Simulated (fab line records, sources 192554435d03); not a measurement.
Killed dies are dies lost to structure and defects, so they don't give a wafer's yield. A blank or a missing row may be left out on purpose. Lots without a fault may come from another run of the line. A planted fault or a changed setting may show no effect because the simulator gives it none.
Split-lot experiment | flow n5_finfet | 7 lots, 21 wafers read, on a route of 1938 steps

THE SPLIT
At N5_BEOL_M8_PECVD_70 (deposits SiO2 from TEOS/O2, target thk 20 nm, time 22.7 s), the setting time_s was moved away from the recipe's 22.7 s on 6 of the 21 wafers read, by -14.6% to +14.7%. The other wafers ran this setting at the recipe's value.

FROM THE SPLIT TO THE READING: what the file shows between them, 5 steps
- N5_BEOL_M8_ETCH_65: etches SiARC in CF4, target depth 15.6 nm, time 26 s (also split here: source_w)
- N5_BEOL_M8_TRENCH_ETCH_37: etches SiCOH lowk in C4F6/O2, target depth 93.478 nm, time 31.2 s (also split here: time_s)
- N5_BEOL_M8_ETCH_41: etches SiCN in CH3F/O2, target depth 31.9 nm, time 57.8 s
- N5_BEOL_M8_STRIP_80: strips in N2/H2, time 10 s
- N5_BEOL_M8_OCD_MEAS_38

THE READING
SiO2_of_BEOL_M8_PECVD_70.thk_nm (the simulator's own value, which no gauge read), in nm, at N5_BEOL_M8_HM_STRIP_39 (strips TiN in peroxide tin strip, target depth 25 nm, time 158 s). The file gives no usual value for it. The 15 wafers here that ran the recipe average 19.8 nm, standard deviation 0.3 nm.

wafer  | tool, chamber at the split | time_s as run, s | against the recipe | SiO2_of_BEOL_M8_PECVD_70.thk_nm, nm | against lot-mates on the recipe
L076.1 | pecvd-03, 0                | 22.7             | recipe             | 19.8                                | -
L076.5 | pecvd-03, 0                | 26.04            | +14.7%             | 23.2                                | +3.3
L076.6 | pecvd-03, 1                | 22.7             | recipe             | 20                                  | -
L078.1 | pecvd-01, 0                | 22.7             | recipe             | 19.4                                | -
L078.2 | pecvd-01, 2                | 19.42            | -14.4%             | 16.6                                | -2.8
L078.4 | pecvd-01, 0                | 19.42            | -14.4%             | 17                                  | -2.4
L080.1 | pecvd-04, 1                | 22.7             | recipe             | 19.6                                | -
L080.2 | pecvd-04, 2,1              | 22.7             | recipe             | 19.8                                | -
L080.5 | pecvd-04, 2,1              | 22.7             | recipe             | 20                                  | -
L084.2 | pecvd-01, 2                | 22.7             | recipe             | 19.4                                | -
L084.3 | pecvd-01, 1                | 22.7             | recipe             | 19.4                                | -
L084.6 | pecvd-01, 2                | 22.7             | recipe             | 19.8                                | -
L090.1 | pecvd-03, 2                | 19.68            | -13.3%             | 17.2                                | -2.9
L090.3 | pecvd-03, 0                | 22.7             | recipe             | 20                                  | -
L090.5 | pecvd-03, 0                | 22.7             | recipe             | 20.2                                | -
L093.1 | pecvd-04, 0                | 22.7             | recipe             | 19.8                                | -
L093.3 | pecvd-04, 2                | 22.7             | recipe             | 19.6                                | -
L093.4 | pecvd-04, 1                | 22.7             | recipe             | 20.2                                | -
L095.1 | pecvd-03, 0                | 19.38            | -14.6%             | 16.6                                | -3.8
L095.3 | pecvd-03, 1                | 22.7             | recipe             | 20.4                                | -
L095.6 | pecvd-03, 0                | 19.38            | -14.6%             | 17.2                                | -3.2
Where a row lists several chambers, the file gives one row for several wafers and doesn't say which wafer went through which chamber.

THE FIT
A straight line over all 21 wafers: SiO2_of_BEOL_M8_PECVD_70.thk_nm changes by +0.21 nm for each +1% of time_s; r = +0.98; the points scatter about the line by 0.3 nm.
The same after taking each lot's own level away (the mean of its wafers on the recipe; 21 wafers): +0.214 nm for each +1%; r = +0.99; scatter 0.28 nm.
On that fit, the largest move of time_s shifts the reading by 3.2 nm.
The lots' own levels span 19.40 to 20.40 nm, that is 3.3 times the standard deviation above.
So the lot-to-lot level changes the slope little: the two slopes agree.
Check: with one of the wafers moved furthest among these (+14.7%) left out of the fit, the line predicts +3.11 nm for it against its lot-mates. It came out at +3.3 nm against them.

OTHER SPLITS ON THESE WAFERS
These wafers also went through other splits before the reading. Each is held against what the fit with the lots' levels taken away leaves over:
other split on the same wafers   | wafers away from the commonest value | r with SiO2_of_BEOL_M8_PECVD_70.thk_nm (lot level and that fit taken away)
N5_BEOL_M8_ETCH_65 source_w      | 4                                    | +0.51
N5_BEOL_M8_TRENCH_ETCH_37 time_s | 5                                    | -0.02

THE WHOLE CHAIN: every reading that the file lists as answering this split, in the file's order
step                   | what it does                                                     | reading                                                                          | change (the file's fit)               | r (the file's)
N5_BEOL_M8_PECVD_70    | deposits SiO2 from TEOS/O2, target thk 20 nm, time 22.7 s        | SiO2_of_BEOL_M8_PECVD_70.thk_nm (the simulator's own value, which no gauge read) | +0.208 nm for each +1% of the setting | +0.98
N5_BEOL_M8_HM_STRIP_39 | strips TiN in peroxide tin strip, target depth 25 nm, time 158 s | SiO2_of_BEOL_M8_PECVD_70.thk_nm (the simulator's own value, which no gauge read) | +0.216 nm for each +1% of the setting | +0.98

THE FILE'S OWN FIT
SiO2_of_BEOL_M8_PECVD_70.thk_nm changes by +0.216 nm for each +1% of time_s, r = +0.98.
